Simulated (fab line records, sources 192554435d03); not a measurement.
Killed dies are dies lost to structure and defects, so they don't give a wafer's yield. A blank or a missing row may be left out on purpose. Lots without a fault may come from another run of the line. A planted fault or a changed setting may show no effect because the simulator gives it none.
A struck lot beside a sound one | flow n5_finfet | 38 steps out of a route of 1938
Sound: wafers L709.1, L709.3, L709.4. Struck: wafers L703.1, L703.2. (L703.6 of the same lot was not struck and is left out.) The cause comes at the end.
At each step with rows: each side's tool, then ch and its chambers, then its first start. Under that, the readings that differ: sound wafers | struck wafers | difference of the means | sigmas: that difference in standard deviations of wafers without a fault.
alike: readings whose means differ by less than 2 such deviations, and words and numbers that are the same on both sides. not compared: withheld readings, readings that some wafer has no value for, bounds like >300 that may hide the same value, and numbers for which the record gives no deviation and whose values overlap.
The two part at a step that has a row with sigmas, a row that says differs or no value, or rows on one side only. Numbers that don't overlap but have no deviation are shown without sigmas and don't part them. A reading that every wafer of one side lacks parts them only if that side has two wafers or more.

first, 11 steps without rows for these wafers: N5_BEOL_M0_SAQP_STRIP_108 (strips in N2/H2); N5_BEOL_M0_SAQP_RECESS_109 (chemistry HF/NH3, target SiO2, target depth 3 nm, afs cycles 1, sublimation time 60 s); N5_BEOL_M0_SAQP_SPACER2_ALD_26 (deposits SiO2, target thk 15 nm, pulse time 1 s, purge time 2 s); N5_BEOL_M0_SAQP_SPACER2_ETCHBACK_27 (etches SiO2 in CHF3/O2, target depth 22.5 nm, time 11.25 s); N5_BEOL_M0_SAQP_MANDREL2_REMOVE_110 (chemistry HBr/Cl2/O2, target a-Si, stops on SiCN, bt time 10 s); N5_BEOL_M0_SAQP_COAT_69 (time 60 s, resist thk 90 nm); N5_BEOL_M0_SAQP_COAT_72 (time 60 s, resist thk 15 nm); N5_BEOL_M0_SAQP_COAT_87 (time 60 s, resist thk 5 nm); N5_BEOL_M0_SAQP_COAT_34 (resist thk 30 nm); N5_BEOL_M0_SAQP_EBR_36; N5_BEOL_M0_SAQP_SOFTBAKE_35 (time 60 s).
N5_BEOL_M0_SAQP_EXPOSE_37: exposes mask M0 CUT1, target cd 30 nm.
  sound on euv_scanner-01 ch 0, day 11 01:02; struck on euv_scanner-02 ch 0, day 9 13:42
  alike: mask, exposure_dose_mJ_cm2
then, 2 steps without rows for these wafers: N5_BEOL_M0_SAQP_PEB_38 (peb time 60 s); N5_BEOL_M0_SAQP_DEVELOP_39 (develop time 30 s).
N5_BEOL_M0_SAQP_CD_MEAS_40: target cd 30 nm.
  sound on cd_sem-02 ch 0, day 11 01:10; struck on cd_sem-02 ch 0, day 9 13:50
  reading    | sound             | struck      | difference | sigmas
  cd_nm (nm) | 29.93 30.00 29.72 | 19.37 18.80 | -10.80     | -47
N5_BEOL_M0_SAQP_DESCUM_45: chemistry O2, time 7 s.
  sound on rie_diel-04 ch 0,1,2, day 11 01:29; struck on rie_diel-01 ch 1,2, day 9 14:37
  reading                         | sound          | struck    | difference | sigmas
  showerhead_plenum_p_Torr (Torr) | 2.22 2.21 2.08 | 2.02 2.03 | -0.15      | -2
  model.BEOL_M0_SAQP.cd_nm (nm)   | 30.2 30 30     | 19.2 18.8 | -11.1      |
  alike: drypump_motor_current_A, oes_product_au, rf_vpp_V, throttle_valve_pct
  not compared: rf_hours_counter_h
then, 6 steps without rows for these wafers: N5_BEOL_M0_SAQP_ETCH_88 (etches underlayer in N2/H2, target depth 6.5 nm, time 5.2 s); N5_BEOL_M0_SAQP_ETCH_73 (etches SiARC in CF4, target depth 19.5 nm, time 32.5 s); N5_BEOL_M0_SAQP_CUT_ETCH_46 (etches SOC in N2/H2, target depth 135 nm, overetch 27 nm, time 202.5 s); N5_BEOL_M0_SAQP_STRIP_74 (strips in N2/H2); N5_BEOL_M0_SAQP_STRIP_89 (strips in N2/H2); N5_BEOL_M0_SAQP_ALD_48 (deposits SiO2, target thk 20 nm, pulse time 1 s, co reactant pulse time 1 s).
N5_BEOL_M0_SAQP_ETCH_49: etches SiO2 in CF4/O2, target depth 37 nm.
  sound on rie_diel-04 ch 0,2,3, day 11 02:23; struck on rie_diel-04 ch 2,3, day 9 15:41
  reading                       | sound        | struck    | difference | sigmas
  model.BEOL_M0_SAQP.cd_nm (nm) | 30.4 30 30.4 | 19.4 18.8 | -11.2      |
  alike: drypump_motor_current_A, oes_product_au, rf_vpp_V, showerhead_plenum_p_Torr, throttle_valve_pct
  not compared: rf_hours_counter_h
then, 13 steps without rows for these wafers: N5_BEOL_M0_SAQP_STRIP_75 (strips in CF4); N5_BEOL_M0_CUTY_COAT_50 (time 60 s, resist thk 15 nm); N5_BEOL_M0_CUTY_COAT_51 (resist thk 150 nm); N5_BEOL_M0_CUTY_EBR_52; N5_BEOL_M0_CUTY_SOFTBAKE_53 (time 60 s); N5_BEOL_M0_CUTY_EXPOSE_54 (exposes mask M0 ABLK); N5_BEOL_M0_CUTY_PEB_55 (peb time 60 s); N5_BEOL_M0_CUTY_DEVELOP_56 (develop time 30 s); N5_BEOL_M0_CUTY_DESCUM_61 (chemistry O2, time 7.9 s); N5_BEOL_M0_CUTY_ETCH_62 (etches SiARC in CF4, time 58.5 s); N5_BEOL_M0_CUTY_ETCH_63 (etches SOC in N2/H2, target depth 82.7 nm, overetch 16.5 nm, time 124 s); N5_BEOL_M0_CUTY_STRIP_64 (strips in N2/H2); N5_BEOL_M0_ETCH_138 (etches SiCN in CH3F/O2, target depth 12 nm, time 31.6 s).
N5_BEOL_M4_RC_MEAS_101:
  the record has rows for the sound wafers here (prober-02 ch 0, day 13 22:43) and none for the struck ones
-- the record jumps here: 7 days lie between the struck wafers' starts before and after (it left off in module BEOL_M4 and takes up again in module PASSIVATION, whose first step shown is number 1936 of the route) --
N5_PASSIVATION_PROBE_49:
  sound on prober-01, day 18 02:57; struck on prober-02, day 16 07:19
  reading                  | sound          | struck    | difference | sigmas
  defect_limited_yield (%) | 92.5 91.0 92.0 | 0 0       | -92        | -61
  killed_at_M0_to_M3       | 32 41 28       | 1104 1116 | +1076      | +90
  killed_at_M4_up          | 1 7 7          | 20 19     | +14        | +3
  killed_dies              | 88 106 94      | 1180 1180 | +1084      | +60
  killed_on_rim            | 10 17 12       | 152 152   | +139       | +35
  sort_bin_5_function (%)  | 4.4 5.3 4.4    | 10.6 25.6 | +13.4      | +14
  sort_n_pass              | 1092 1074 1086 | 0 0       | -1084      | -64
  sort_yield_pct (%)       | 92.5 91.0 92.0 | 0 0       | -92        | -61
  alike: killed_at_contacts, killed_at_front_end, killed_at_other, killed_open, killed_short, sort_bin_6_memory

WHERE THEY PART
First at N5_BEOL_M0_SAQP_CD_MEAS_40; last, within this record, at N5_PASSIVATION_PROBE_49.

WHY: what the simulator had put in
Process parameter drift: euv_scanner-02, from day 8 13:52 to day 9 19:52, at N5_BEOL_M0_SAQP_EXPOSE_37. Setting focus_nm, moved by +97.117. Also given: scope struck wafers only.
